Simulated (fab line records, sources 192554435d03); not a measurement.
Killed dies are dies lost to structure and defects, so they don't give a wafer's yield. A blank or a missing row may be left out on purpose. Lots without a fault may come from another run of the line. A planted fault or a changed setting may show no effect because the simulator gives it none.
A struck lot beside a sound one | flow n5_finfet | 15 steps out of a route of 1938
Sound: wafers L393.1, L393.4, L393.6. Struck: wafer L399.6. (L399.1, L399.3 of the same lot were not struck and are left out.) The cause comes at the end.
At each step with rows: each side's tool, then ch and its chambers, then its first start. Under that, the readings that differ: sound wafers | struck wafers | difference of the means | sigmas: that difference in standard deviations of wafers without a fault.
alike: readings whose means differ by less than 2 such deviations, and words and numbers that are the same on both sides. not compared: withheld readings, readings that some wafer has no value for, bounds like >300 that may hide the same value, and numbers for which the record gives no deviation and whose values overlap.
The two part at a step that has a row with sigmas, a row that says differs or no value, or rows on one side only. Numbers that don't overlap but have no deviation are shown without sigmas and don't part them. A reading that every wafer of one side lacks parts them only if that side has two wafers or more.

first, 2 steps without rows for these wafers: N5_BEOL_M3_SPUTTER_90 (material Cu, target thk 4.5 nm, time 8.29 s); N5_BEOL_M3_ANNEAL_91 (time 240 s).
N5_BEOL_M3_SPUTTER_92: material Cu, target thk 4.5 nm, time 8.29 s.
  sound on pvd_sputter-03, day 10 11:53; struck on pvd_sputter-01, day 12 10:01
  alike: susceptor_temp_C, throttle_valve_pct
then, 1 step without rows for these wafers: N5_BEOL_M3_ANNEAL_93 (time 240 s).
N5_BEOL_M3_SPUTTER_94: material Cu, target thk 4.5 nm, time 8.29 s.
  sound on pvd_sputter-03, day 10 12:07; struck on pvd_sputter-01, day 12 10:14
  alike: susceptor_temp_C, throttle_valve_pct
then, 1 step without rows for these wafers: N5_BEOL_M3_ANNEAL_95 (time 240 s).
N5_BEOL_M3_SPUTTER_96: material Cu, target thk 4.5 nm, time 8.29 s.
  sound on pvd_sputter-03, day 10 12:20; struck on pvd_sputter-01, day 12 10:28
  alike: susceptor_temp_C, throttle_valve_pct
then, 2 steps without rows for these wafers: N5_BEOL_M3_ECD_50 (material Cu, target thk 300 nm); N5_BEOL_M3_ANNEAL_51 (time 90 s).
N5_BEOL_M3_CMP_52: polishes, stops on SiOC, t overpolish 6.8 s, target thk 40 nm.
  sound on cmp-02 ch 0,2,3, day 10 14:00; struck on cmp-03 ch 3, day 12 11:00
  alike: barrier_field_endpoint_s, motor_current_A, overpolish_run_s, time_to_endpoint_s
  not compared: pad_life_wafers
N5_BEOL_M3_THK_MEAS_53: measures by xrf.
  sound on film_metro-02, day 10 14:13; struck on film_metro-02, day 12 11:15
  alike: M3_THK
N5_BEOL_M3_PRE_CLEAN_60: time 15 s.
  sound on cvd_co-01 ch 0,2, day 10 14:16; struck on cvd_co-02 ch 0, day 12 11:17
  alike: heater_power_w
  not compared: susceptor_temp_C
N5_BEOL_M3_CO_CAP_55: material Co, precursor CCTBA/H2, target thk 2 nm, time 102.1 s.
  sound on cvd_co-01 ch 0,2, day 10 14:18; struck on cvd_co-02 ch 0, day 12 11:20
  reading                                   | sound             | struck | difference | sigmas
  run_length_s (s)                          | 124.9 123.9 125.0 | 97.6   | -27.0      | -53
  model.Co_of_BEOL_M3_CO_CAP_55.thk_nm (nm) | 1.8 2 2           | 1.4    | -0.5       |
  alike: heater_power_w
  not compared: susceptor_temp_C
then, 1 step without rows for these wafers: N5_BEOL_M3_PRE_CLEAN_56 (time 15 s).
N5_BEOL_M4_RC_MEAS_101:
  sound on prober-02 ch 0, day 11 08:21; struck on prober-01 ch 0, day 13 03:56
  alike: DIBL_N, DIBL_P, IOFF_N, IOFF_P, ION_N, ION_P, SS_N, SS_P, VT_N, VT_P

WHERE THEY PART
Only at N5_BEOL_M3_CO_CAP_55, within this record. Later steps at which nothing parts them and some readings are alike: N5_BEOL_M4_RC_MEAS_101.

WHY: what the simulator had put in
Process parameter drift: cvd_co-02, from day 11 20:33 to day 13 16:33, at N5_BEOL_M3_CO_CAP_55. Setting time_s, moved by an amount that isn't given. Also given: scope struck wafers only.
